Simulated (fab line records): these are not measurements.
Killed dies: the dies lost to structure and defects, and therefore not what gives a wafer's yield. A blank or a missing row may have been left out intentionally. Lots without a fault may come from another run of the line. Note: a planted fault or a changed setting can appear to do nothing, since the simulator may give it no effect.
A struck lot beside a sound one / flow n5Finfet / 18 steps out of a route of 1938
Sound: the wafers L592.1, L592.3, L592.6. Struck: wafers L601.2, L601.5, L601.6. The cause is named last.
Per side, at each step with rows, come the tool, then ch with its chambers, and then its first start. Under that, the readings that differ: sound wafers / struck wafers / difference of the means / sigmas: that difference in standard deviations of wafers without a fault.
alike: a reading whose means differ by less than 2 such deviations, as well as words and numbers matching on both sides. not compared: withheld readings; readings where some wafer has no value; bounds like >300 that might hide an equal value; numbers whose values overlap and for which the record gives no deviation.
The two part at a step that has a row with sigmas, a row that says differs or no value, or rows on one side only. Numbers that don't overlap but have no deviation are shown without sigmas and don't part them. A reading missing from all wafers of one side parts the sides only when that side holds two or more wafers.

first, 1 step without rows for these wafers: N5_MIM_TOP_LITHO_HARDBAKE_09 (time 120 s).
N5_MIM_TOP_LITHO_CD_MEAS_08: target cd 2000 nm.
  sound on cdSem-03 ch 0, day 11 21:07; struck on cdSem-01 ch 0, day 15 01:42
reading=cdNm (nm); sound=2003.5 2004.0 2003.2; struck=1998.5 1999.3 1999.1; difference=-4.6; sigmas=-2
N5_MIM_TOP_LITHO_OVL_MEAS_11:
  sound on overlay-02 ch 0, day 11 21:08; struck on overlay-01 ch 0, day 15 01:44
  alike: MIM_TOP_OVL
N5_MIM_TOP_LITHO_INSPECT_12: inspects for defects (macro).
  sound on defectInspect-01, day 11 21:10; struck on defectInspect-01, day 15 01:46
  alike: rawDefectCount
N5_MIM_TOP_LITHO_DESCUM_10: chemistry O2, time 7.9 s.
  sound on rieDiel-02 ch 0,2,3, day 11 21:26; struck on rieDiel-02 ch 0,1, day 15 02:01
  alike: drypumpMotorCurrentA, oesProductAu, rfFwdPowerW, rfVppV, showerheadPlenumPTorr, throttleValvePct
  not compared: rfHoursCounterH
N5_MIM_TOP_ETCH_ETCH_00: etches TiN in Cl2/BCl3, target depth 38.5 nm.
  sound on rieMetal-01 ch 1, day 11 21:31; struck on rieMetal-03 ch 0,1, day 15 02:08
reading=oesProductAu (a.u.); sound=0.70 0.69 0.68; struck=0.93 0.98 0.94; difference=+0.26; sigmas=+2
  alike: drypumpMotorCurrentA, mfcCl2Sccm, rfFwdPowerW, throttleValvePct
  not compared: rfHoursCounterH
N5_MIM_TOP_ETCH_STRIP_01: strips in O2.
  sound on rieDiel-05 ch 0,2,3, day 11 21:40; struck on rieDiel-04 ch 0,1, day 15 02:16
  alike: drypumpMotorCurrentA, oesProductAu, rfVppV, showerheadPlenumPTorr, throttleValvePct
  not compared: rfHoursCounterH
N5_MIM_TOP_ETCH_PECVD_03: deposits SiNx from SiH4/NH3/N2, target thk 20 nm, time 17.6 s.
  sound on pecvd-03 ch 1,2, day 11 21:44; struck on pecvd-02 ch 1,2, day 15 02:20
  alike: heaterPowerOuterW, heaterPowerW, rfFwdPowerW, showerheadPlenumPTorr, susceptorTempC, throttleValvePct
then, 4 steps without rows for these wafers: N5_MIM_BOT_LITHO_HMDS_01 (time 60 s); N5_MIM_BOT_LITHO_COAT_02; N5_MIM_BOT_LITHO_EBR_04; N5_MIM_BOT_LITHO_SOFTBAKE_03 (time 90 s).
N5_MIM_BOT_LITHO_EXPOSE_05: exposes mask MIM BOT.
  sound on krfScanner-02 ch 0, day 11 21:56; struck on krfScanner-02 ch 0, day 15 02:38
reading=exposureDoseMJCm2; sound=24.264 24.219 24.237; struck=23.500 23.461 23.454; difference=-0.768; sigmas=-31
  alike: mask
then, 3 steps without rows for these wafers: N5_MIM_BOT_LITHO_PEB_06; N5_MIM_BOT_LITHO_DEVELOP_07 (develop time 60 s); N5_MIM_BOT_LITHO_HARDBAKE_09 (time 120 s).
N5_MIM_BOT_LITHO_CD_MEAS_08: target cd 3000 nm.
  sound on cdSem-03 ch 0, day 11 22:07; struck on cdSem-03 ch 0, day 15 02:49
reading=cdNm (nm); sound=3000.9 3001.3 3001.8; struck=2995.5 2993.0 2994.2; difference=-7.1; sigmas=-3
N5_MIM_BOT_LITHO_OVL_MEAS_11:
  sound on overlay-02 ch 0, day 11 22:08; struck on overlay-01 ch 0, day 15 02:50
reading=MIM_BOT_OVL (nm); sound=-4 -5 -2; struck=9 11 12; difference=+14; sigmas=+3

== WHERE THEY PART ==
At N5_MIM_TOP_LITHO_CD_MEAS_08 first; at N5_MIM_BOT_LITHO_OVL_MEAS_11 last (within this record only).

WHY: what had been put in by the simulator
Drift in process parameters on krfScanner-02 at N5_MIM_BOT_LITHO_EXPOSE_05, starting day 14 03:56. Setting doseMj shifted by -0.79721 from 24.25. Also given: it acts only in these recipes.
